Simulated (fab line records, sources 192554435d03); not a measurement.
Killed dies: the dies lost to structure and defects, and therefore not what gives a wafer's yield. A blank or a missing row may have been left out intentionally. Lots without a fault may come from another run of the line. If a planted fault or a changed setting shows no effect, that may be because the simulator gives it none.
Chamber matching	flow n5 finfet	N5_DUMMY_GATE_ETCH_32 on rie si-03: 4 sister chambers
The step etches SiO2 in CF4, target depth 3.5 nm, time 3.9 s. 4 wafers are shown with their chamber, then 7 later ones without.

## WAFERS WITH THEIR CHAMBER
wafer	chamber	drypump motor current A (A)
L080.3	0	6.4
L080.5	3	6.3
L080.6	2	6.1
L093.5	1	5.1

## WAFERS WITHOUT THEIR CHAMBER
wafer	drypump motor current A (A)
L093.6	6.3
L095.2	6.3
L095.3	6.1
L095.4	6.3
L097.1	6.4
L097.2	5.2
L097.3	6.1

## WHICH CHAMBER EACH WENT THROUGH
wafer	from the rows above	in truth
L093.6	3	3
L095.2	3	3
L095.3	2	2
L095.4	3	3
L097.1	0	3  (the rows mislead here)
L097.2	1	1
L097.3	2	2
Correct placement for 6 of the 7. From these rows, 0 cannot be placed. Wrongly placed: 1.
How it was worked out, from the rows above alone: a wafer's distance from a chamber is the root of the sum, over the readings, of the square of ((its reading less the chamber's mean) divided by the reading's scatter). The wafer belongs to the nearest chamber; if the next one is less than 2 further off, it can't be placed. Each chamber's mean is taken over the wafers shown for it. The scatter (one wafer shown for each chamber): square how far every hidden wafer sits from the nearest shown wafer, average those squares and take the square root.
